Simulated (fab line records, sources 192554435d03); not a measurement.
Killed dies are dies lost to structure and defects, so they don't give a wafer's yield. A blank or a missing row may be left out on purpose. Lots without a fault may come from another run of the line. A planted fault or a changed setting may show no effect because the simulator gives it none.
fab line records | flow n5_finfet
record lots=6 wafers=18 last_day=18
route steps=1938 shown BEOL_M11@1563
lots that met no fault: from a run of the same line without faults
start_h: hours from the record's first day to the start of the lot's first wafer shown | wait_h: hours since the lot's step before | " the same as in the row above | L1.1+2: a row that stands for several wafers | - no value, or no start given | * or withheld: withheld | < > ~ a bound
route shown NAME@n: a module of which the file shows steps, and the number in the route of the first | usual: mean/standard deviation of fault-free wafers | same: alike in all rows | chamber/n: place in a boat | sites: the reading at each site | _std_site: their standard deviation | _edge_site: outer sites' mean less inner sites' | radius_mm: how far each site lies from the wafer's centre | mask NAME#n: copy n | behind: the tool/chamber that last shaped the wafer | hold: why the lot was held/for how many hours/how that ended | device: the transistor (n, p or np) that didn't switch | end of line: the same wafers' tests at the end of the route | a step without rows: its recipe alone | killed: dies lost to structure and defects at the first sort, not the wafer's yield | map: a wafer's dies, x killed, . not, _ none there
set.NAME: the setting as run; set.NAME@STEP: as run at that earlier step | model.NAME: the simulator's own value behind a step, which no gauge read
lots at some steps of the route; a table a step, a row a wafer
services: from which hour (start_h, from the record's first day; less than 0 if before it) a tool's chamber was out of use, for how many hours, and why
## steps
# step N5_BEOL_M11_EBR_24
# recipe solvent=PGMEA ebr_width_mm=1.5
# step N5_BEOL_M11_SOFTBAKE_23
# recipe temp_c=110 time_s=60 resist=CAR-ArF
# step N5_BEOL_M11_EXPOSE_25
# recipe mask_id=V10 na=1.35 source_shape=annular sigma_inner=0.5 sigma_outer=0.8 polarization=unpolarized dose_mj=85.5
# step N5_BEOL_M11_PEB_26
# recipe peb_temp_c=withheld peb_time_s=60 resist=CAR-ArF
# step N5_BEOL_M11_DEVELOP_27
# recipe develop_time_s=30 developer=TMAH resist=CAR-ArF rinse_liquid=diw dry=air_spin dev_temp_c=23
# step N5_BEOL_M11_CD_MEAS_28
# recipe target_cd_nm=70 landing_energy_ev=500 detector=se_inlens polarity=opening
# usual cd_nm=70.8/1.1
# columns lot.wafer tool chamber start_h wait_h cd_nm
L191.1 cd_sem-02 0 222.34 - 71.4
L191.4 " 0 " " 71.0
L191.5 " 0 " " 71.0
L198.2 cd_sem-01 0 273.99 - 69.6
L198.4 " 0 " " 71.7
L198.6 " 0 " " 72.5
L200.2 cd_sem-01 0 289.98 - 72.3
L200.3 " 0 " " 70.9
L200.4 " 0 " " 70.4
L206.3 cd_sem-03 0 317.60 - 69.8
L206.5 " 0 " " 69.1
L206.6 " 0 " " 70.9
L207.1 cd_sem-03 0 332.90 - 71.8
L207.2 " 0 " " 70.1
L207.5 " 0 " " 72.1
L214.3 cd_sem-01 0 382.12 - 71.8
L214.4 " 0 " " 72.3
L214.5 " 0 " " 71.7
# step N5_BEOL_M11_OVL_MEAS_29
# recipe points_per_wafer=44
# usual V10_OVL=0.0/0.73
# same points_per_wafer=44
# columns lot.wafer tool chamber start_h wait_h V10_OVL[nm]
L191.1 overlay-01 0 222.38 0.0 0.2
L191.4 " 0 " " 0.5
L191.5 " 0 " " 0.0
L198.2 overlay-02 0 274.02 0.0 0.5
L198.4 " 0 " " 0.9
L198.6 " 0 " " 0.3
L200.2 overlay-01 0 290.01 0.0 -0.7
L200.3 " 0 " " -0.2
L200.4 " 0 " " -1.0
L206.3 overlay-02 0 317.63 0.0 -1.1
L206.5 " 0 " " -0.1
L206.6 " 0 " " 0.1
L207.1 overlay-01 0 332.93 0.0 -0.9
L207.2 " 0 " " -0.3
L207.5 " 0 " " -1.0
L214.3 overlay-02 0 382.15 0.0 -0.5
L214.4 " 0 " " 0.8
L214.5 " 0 " " 0.7
# step N5_BEOL_M11_INSPECT_30
# recipe mode=adi inspect_instrument=brightfield
# usual raw_defect_count=395/81
# columns lot.wafer tool chamber start_h wait_h raw_defect_count
L191.1 defect_inspect-02 - 222.40 0.0 562
L191.4 " - " " 393
L191.5 " - " " 500
L198.2 defect_inspect-02 - 274.04 0.0 470
L198.4 " - " " 497
L198.6 " - " " 358
L200.2 defect_inspect-01 - 290.03 0.0 326
L200.3 " - " " 500
L200.4 " - " " 527
L206.3 defect_inspect-01 - 317.65 0.0 319
L206.5 " - " " 238
L206.6 " - " " 240
L207.1 defect_inspect-02 - 332.96 0.0 345
L207.2 " - " " 342
L207.5 " - " " 287
L214.3 defect_inspect-01 - 382.17 0.0 370
L214.4 " - " " 320
L214.5 " - " " 381
# step N5_BEOL_M11_DESCUM_33
# recipe chemistry=O2 time_s=7.9 source_power_w=50 bias_power_w=20 pressure_mtorr=20 rf_frequency_hz=2.712e+07 temp_c=40 resist=CAR-ArF o2_flow_sccm=225
# usual drypump_motor_current_A=5.9/0.53 oes_product_au=0.83/0.084 rf_vpp_V=243.1/1.4 showerhead_plenum_p_Torr=2.10/0.074 throttle_valve_pct=20.37/0.2
# columns lot.wafer tool chamber start_h wait_h drypump_motor_current_A oes_product_au rf_hours_counter_h rf_vpp_V showerhead_plenum_p_Torr throttle_valve_pct
L191.1 rie_diel-05 0 222.43 0.0 5.4 0.70 222 244.7 2.15 20.34
L191.4 " 3 " " 6.3 0.77 111 241.8 2.02 20.35
L191.5 " 2 " " 6.5 0.88 - 243.7 2.06 20.43
L198.2 rie_diel-05 3 274.08 0.0 6.3 0.78 126 242.2 2.01 20.36
L198.4 " 1 " " 5.6 0.75 165 243.2 2.01 20.38
L198.6 " 2 " " 6.4 0.86 - 241.4 2.05 20.47
L200.2 rie_diel-05 0 290.06 0.0 5.5 0.69 240 242.6 2.14 20.38
L200.3 " 2 " " 6.5 0.86 66 242.4 2.05 20.47
L200.4 " 1 " " 5.6 0.74 169 241.1 2.01 20.39
L206.3 rie_diel-02 1 317.74 0.1 6.2 0.86 39 243.0 2.03 20.29
L206.5 " 3 " " 6.4 0.74 - 243.1 2.07 20.54
L206.6 " 2 " " 6.7 0.79 - 243.7 2.09 20.72
L207.1 rie_diel-04 1 333.03 0.1 5.3 0.88 26 243.8 2.12 19.95
L207.2 " 3 " " 5.5 0.86 62 242.5 2.24 20.22
L207.5 " 1 " " 5.4 0.89 - 243.9 2.12 19.96
L214.3 rie_diel-05 1 382.20 0.0 5.6 0.72 202 243.9 2.00 20.43
L214.4 " 2 " " 6.5 0.81 - 241.3 2.04 20.53
L214.5 " 0 " " 5.5 0.93 - 242.5 2.13 20.00
# step N5_BEOL_M11_ETCH_65
# recipe chemistry=CF4 target=SiARC target_depth_a=390 mask_material=CAR-ArF time_s=65 ion_energy_ev=80 pressure_mtorr=40 source_w=545 bias_w=36 Ar_flow_sccm=100 cf4_flow_sccm=100 ends=cleared
# usual drypump_motor_current_A=5.9/0.53 etch_rf_on_time_s=65.4/1.7 oes_product_au=0.70/0.073 rf_fwd_power_W=538/3.1 rf_vpp_V=184.0/1.2 showerhead_plenum_p_Torr=2.15/0.069 throttle_valve_pct=15.55/0.22
# columns lot.wafer tool chamber start_h wait_h drypump_motor_current_A etch_rf_on_time_s oes_product_au rf_fwd_power_W rf_hours_counter_h rf_vpp_V showerhead_plenum_p_Torr throttle_valve_pct
L191.1 rie_diel-05 0 222.47 0.0 5.5 63.3 0.60 535 222 184.6 2.20 15.61
L191.4 " 3 " " 6.3 66.4 0.67 534 111 183.1 2.06 15.51
L191.5 " 2 " " 6.4 65.6 0.75 541 - 182.4 2.11 15.58
L198.2 rie_diel-05 3 274.11 0.0 6.3 65.8 0.66 534 127 182.9 2.06 15.51
L198.4 " 1 " " 5.6 65.6 0.63 541 165 182.2 2.06 15.57
L198.6 " 2 " " 6.5 65.9 0.72 540 - 185.2 2.10 15.63
L200.2 rie_diel-05 0 290.10 0.0 5.4 64.0 0.60 536 240 185.3 2.19 15.64
L200.3 " 2 " " 6.5 66.8 0.72 541 66 182.4 2.10 15.63
L200.4 " 1 " " 5.6 65.3 0.64 538 169 182.9 2.06 15.56
L206.3 rie_diel-02 1 317.78 0.0 6.2 67.9 0.71 542 39 181.8 2.10 15.55
L206.5 " 3 " " 6.5 67.8 0.62 539 - 184.1 2.12 15.78
L206.6 " 2 " " 6.7 68.1 0.66 541 - 185.3 2.16 15.96
L207.1 rie_diel-04 1 333.07 0.0 5.4 65.0 0.75 539 26 185.3 2.19 15.21
L207.2 " 3 " " 5.5 64.9 0.73 540 62 184.9 2.26 15.27
L207.5 " 1 " " 5.3 64.4 0.76 539 - 184.2 2.19 15.22
L214.3 rie_diel-05 1 382.24 0.0 5.6 66.9 0.60 539 202 184.7 2.05 15.66
L214.4 " 2 " " 6.5 66.0 0.69 543 - 183.0 2.09 15.69
L214.5 " 0 " " 5.5 65.0 0.80 534 - 185.0 2.18 15.19
# step N5_BEOL_M11_ETCH_66
# recipe chemistry=N2/H2 target=SOC target_depth_a=1200 overetch_a=240 mask_material=SiARC temp_c=40 time_s=180 ion_energy_ev=200 pressure_mtorr=30 source_w=840 bias_w=150 n2_flow_sccm=200 h2_flow_sccm=200
# usual drypump_motor_current_A=5.9/0.53 oes_product_au=0.67/0.065 rf_fwd_power_W=836.5/2.8 rf_vpp_V=524.0/2.6 showerhead_plenum_p_Torr=2.55/0.085 throttle_valve_pct=17.76/0.24
# columns lot.wafer tool chamber start_h wait_h drypump_motor_current_A oes_product_au rf_fwd_power_W rf_hours_counter_h rf_vpp_V showerhead_plenum_p_Torr throttle_valve_pct
L191.1 rie_diel-05 0 222.52 0.0 5.5 0.56 830.5 222 527.6 2.62 17.94
L191.4 " 3 " " 6.4 0.64 834.9 111 522.1 2.45 17.83
L191.5 " 2 " " 6.4 0.72 839.5 - 522.4 2.49 17.66
L198.2 rie_diel-05 3 274.16 0.0 6.4 0.63 838.5 127 520.5 2.44 17.87
L198.4 " 1 " " 5.6 0.61 839.8 166 520.4 2.43 17.74
L198.6 " 2 " " 6.5 0.69 840.2 - 523.1 2.48 17.70
L200.2 rie_diel-05 0 290.15 0.0 5.5 0.55 835.3 240 524.2 2.61 17.99
L200.3 " 2 " " 6.5 0.69 841.9 66 522.1 2.48 17.71
L200.4 " 1 " " 5.6 0.60 835.4 169 520.9 2.43 17.74
L206.3 rie_diel-02 1 317.83 0.0 6.2 0.69 841.3 39 522.7 2.48 17.89
L206.5 " 3 " " 6.5 0.59 840.6 - 522.5 2.53 17.96
L206.6 " 2 " " 6.7 0.63 836.5 - 524.0 2.55 18.12
L207.1 rie_diel-04 1 333.12 0.0 5.4 0.72 833.9 26 526.8 2.60 17.61
L207.2 " 3 " " 5.5 0.69 839.9 62 526.3 2.67 17.28
L207.5 " 1 " " 5.4 0.72 835.6 - 526.1 2.60 17.60
L214.3 rie_diel-05 1 382.29 0.0 5.6 0.58 835.7 202 519.7 2.42 17.81
L214.4 " 2 " " 6.5 0.66 837.7 - 520.8 2.46 17.77
L214.5 " 0 " " 5.5 0.75 837.0 - 525.5 2.60 17.58
# step N5_BEOL_M11_STRIP_69
# recipe chemistry=N2/H2 temp_c=40 n2_flow_sccm=200 h2_flow_sccm=200 rf_frequency_hz=6e+07
# step N5_BEOL_M11_VIA_ETCH_34
# recipe chemistry=C4F6/O2 target=SiCOH_lowk target_depth_a=1845 mask_material=SOC taper_deg=4 time_s=69.2 ion_energy_ev=250 pressure_mtorr=30 source_w=345 bias_w=185 Ar_flow_sccm=300 C4F6_flow_sccm=10 O2_flow_sccm=10
# usual drypump_motor_current_A=5.9/0.53 oes_f_703_au=0.82/0.084 oes_product_au=0.82/0.085 rf_fwd_power_W=341.8/1.6 rf_vpp_V=658/9.2 showerhead_plenum_p_Torr=2.85/0.092 throttle_valve_pct=20.84/0.22
# columns lot.wafer tool chamber start_h wait_h drypump_motor_current_A oes_f_703_au oes_product_au rf_fwd_power_W rf_hours_counter_h rf_vpp_V showerhead_plenum_p_Torr throttle_valve_pct model.etch.depth_nm model.SOC_of_BEOL_M11_COAT_63.thk_nm
L191.1 rie_diel-05 0 222.64 0.0 5.5 0.71 0.70 340.3 222 658 2.92 20.82 184.6 92
L191.4 " 3 " " 6.3 0.78 0.78 339.4 111 668 2.73 20.72 179.8 92.2
L191.5 " 2 " " 6.4 0.88 0.88 344.6 - 648 2.79 20.90 183.1 92
L198.2 rie_diel-05 3 274.28 0.0 6.4 1.00 0.80 424.8 127 601 2.73 20.77 195.2 91.6
L198.4 " 1 " " 5.6 0.98 0.79 425.9 166 578 2.74 20.84 199.8 91.6
L198.6 " 2 " " 6.5 1.11 0.90 426.1 - 582 2.79 20.91 198.3 91.2
L200.2 rie_diel-05 0 290.27 0.0 5.4 0.90 0.72 422.2 240 593 2.91 20.86 200.2 90.6
L200.3 " 2 " " 6.5 1.11 0.89 425.5 66 582 2.79 20.94 196 90.8
L200.4 " 1 " " 5.6 0.98 0.78 426.7 169 578 2.74 20.83 199.6 90.8
L206.3 rie_diel-02 1 317.95 0.0 6.2 0.80 0.83 341.3 39 669 2.80 20.98 178.5 91.8
L206.5 " 3 " " 6.5 0.71 0.72 342.3 - 659 2.83 21.07 179.5 92.2
L206.6 " 2 " " 6.7 0.76 0.77 342.1 - 654 2.86 21.26 177.5 92
L207.1 rie_diel-04 1 333.24 0.0 5.4 0.86 0.88 341.7 26 666 2.91 20.56 187.1 91.8
L207.2 " 3 " " 5.5 0.87 0.85 342.6 62 645 3.00 20.53 183.1 91.8
L207.5 " 1 " " 5.4 0.86 0.89 341.8 - 664 2.91 20.58 188.6 91.6
L214.3 rie_diel-05 1 382.41 0.0 5.6 0.74 0.70 342.6 202 646 2.72 20.88 176.8 92
L214.4 " 2 " " 6.5 0.82 0.81 341.7 - 648 2.77 20.97 180.8 92
L214.5 " 0 " " 5.4 0.95 0.93 341.2 - 659 2.90 20.48 183.3 91.8
# step N5_BEOL_M11_STRIP_73
# recipe chemistry=C4F6/O2 resist=SiARC rf_frequency_hz=6e+07
## services
# columns tool chamber start_h hours kind
rie_diel-04 1 220.95 - clean
rie_diel-04 1 220.95 - consumable_replace:focus_ring
rie_diel-04 2 265.06 - clean
rie_diel-04 2 265.06 - consumable_replace:focus_ring
rie_diel-04 2 265.06 27.9 scheduled_down
rie_diel-04 2 265.06 27.9 vent_cycle
rie_diel-02 0 324.30 6.3 repair
rie_diel-05 0 324.47 - clean
rie_diel-05 0 324.47 - consumable_replace:focus_ring
rie_diel-05 0 324.47 21.5 scheduled_down
rie_diel-05 0 324.47 21.5 vent_cycle
## key
first_sign step=N5_BEOL_M11_VIA_ETCH_34 reading=rf_fwd_power_W direction=up sigmas=52 usual=* struck=*
effect step=N5_BEOL_M11_VIA_ETCH_34 reading=rf_vpp_V direction=down sigmas=7.9 usual=658 struck=586
model_effect step=N5_BEOL_M11_VIA_ETCH_34 value=etch.depth_nm without=182.3 struck=198.2
met_at N5_BEOL_M11_VIA_ETCH_34
struck_wafers L198.2,L198.4,L198.6,L200.2,L200.3,L200.4
onset_between 222.64 274.28
fault kind=process_parameter_drift tool=rie_diel-05 chamber=- onset_h=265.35 steps=N5_BEOL_M11_VIA_ETCH_34 channel=source_w offset=82.8 shape=step end_h=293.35 acts_in=these_recipes_only stated=345
